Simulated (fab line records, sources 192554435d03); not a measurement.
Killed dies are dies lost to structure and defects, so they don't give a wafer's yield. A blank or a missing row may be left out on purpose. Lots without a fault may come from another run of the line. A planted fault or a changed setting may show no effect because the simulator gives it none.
A struck lot beside a sound one | flow n5_finfet | 19 steps out of a route of 1938
Sound: wafers L260.1, L260.4, L260.6. Struck: wafers L254.1, L254.4, L254.6. The cause comes at the end.
At each step with rows: each side's tool, then ch and its chambers, then its first start. Under that, the readings that differ: sound wafers | struck wafers | difference of the means | sigmas: that difference in standard deviations of wafers without a fault.
alike: readings whose means differ by less than 2 such deviations, and words and numbers that are the same on both sides. not compared: withheld readings, readings that some wafer has no value for, bounds like >300 that may hide the same value, and numbers for which the record gives no deviation and whose values overlap.
The two part at a step that has a row with sigmas, a row that says differs or no value, or rows on one side only. Numbers that don't overlap but have no deviation are shown without sigmas and don't part them. A reading that every wafer of one side lacks parts them only if that side has two wafers or more.

first, 12 steps without rows for these wafers: N5_FIN_CUT_DESCUM_13 (chemistry O2, time 7 s); N5_FIN_CUT_ETCH_30 (etches underlayer in N2/H2, target depth 13 nm, time 10.4 s); N5_FIN_CUT_ETCH_20 (etches SiARC in CF4, target depth 26 nm, time 43.3 s); N5_FIN_CUT_ETCH_21 (etches SOC in N2/H2, target depth 219 nm, overetch 43.8 nm, time 523.5 s); N5_FIN_CUT_STRIP_23 (strips in N2/H2); N5_FIN_CUT_STRIP_31 (strips in N2/H2); N5_FIN_CUT_STRIP_24 (strips in CF4); N5_FIN_CUT_CUT_ETCH_26 (etches SiNx in CH3F/O2, target depth 39 nm, time 55.7 s); N5_FIN_CUT_CUT_ETCH_27 (etches SiO2 in CHF3/O2, target depth 4 nm, overetch 2 nm, time 4.9 s); N5_FIN_CUT_PRECLEAN_35 (cleans in vHF, time 13.3 s); N5_FIN_CUT_CUT_ETCH_15 (etches Si in HBr/Cl2/O2, target depth 100 nm, bt time 10 s, time 42.4 s); N5_FIN_CUT_CUT_ETCH_28 (etches Si in HBr/Cl2/O2, target depth 6 nm, time 2.4 s).
N5_FIN_CUT_STRIP_22: strips in N2/H2.
  sound on rie_diel-03 ch 0,2,3, day 7 15:25; struck on rie_diel-03 ch 0,1,3, day 6 03:06
  no value came back on the struck wafers for any of 7 readings (bias_power_w (W), chamber_pressure_mTorr (mTorr) and others); on the sound wafers bias_power_w (W) reads 7.979 7.998 8.007
  reading                                  | sound | struck            | difference | sigmas
  model.SOC_of_FIN_CUT_COAT_18.thk_nm (nm) | 0 0 0 | 168.4 168.4 169.4 | +168.7     |
  not compared: rf_hours_counter_h
then, 3 steps without rows for these wafers: N5_FIN_CUT_PRECLEAN_36 (cleans in O3/DIW, time 60 s); N5_FIN_CUT_SRD_32 (time 30 s); N5_FIN_CUT_UV_OZONE_34 (time 120 s).
N5_FIN_CUT_INSPECT_17: inspects for defects (brightfield).
  sound on defect_inspect-02, day 7 15:34; struck on defect_inspect-02, day 6 03:16
  reading          | sound       | struck         | difference | sigmas
  raw_defect_count | 178 185 186 | 2557 2637 2662 | +2436      | +40
N5_BEOL_M4_RC_MEAS_101:
  the record has rows for the sound wafers here (prober-01 ch 0, day 13 16:21) and none for the struck ones
-- the record jumps here: 11 days lie between the struck wafers' starts before and after (it left off in module BEOL_M4 and takes up again in module PASSIVATION, whose first step shown is number 1936 of the route) --
N5_PASSIVATION_PROBE_49:
  the record has rows for the struck wafers here (prober-01, day 17 00:58) and none for the sound ones

WHERE THEY PART
First at N5_FIN_CUT_STRIP_22; last, within this record, at N5_PASSIVATION_PROBE_49.

WHY: what the simulator had put in
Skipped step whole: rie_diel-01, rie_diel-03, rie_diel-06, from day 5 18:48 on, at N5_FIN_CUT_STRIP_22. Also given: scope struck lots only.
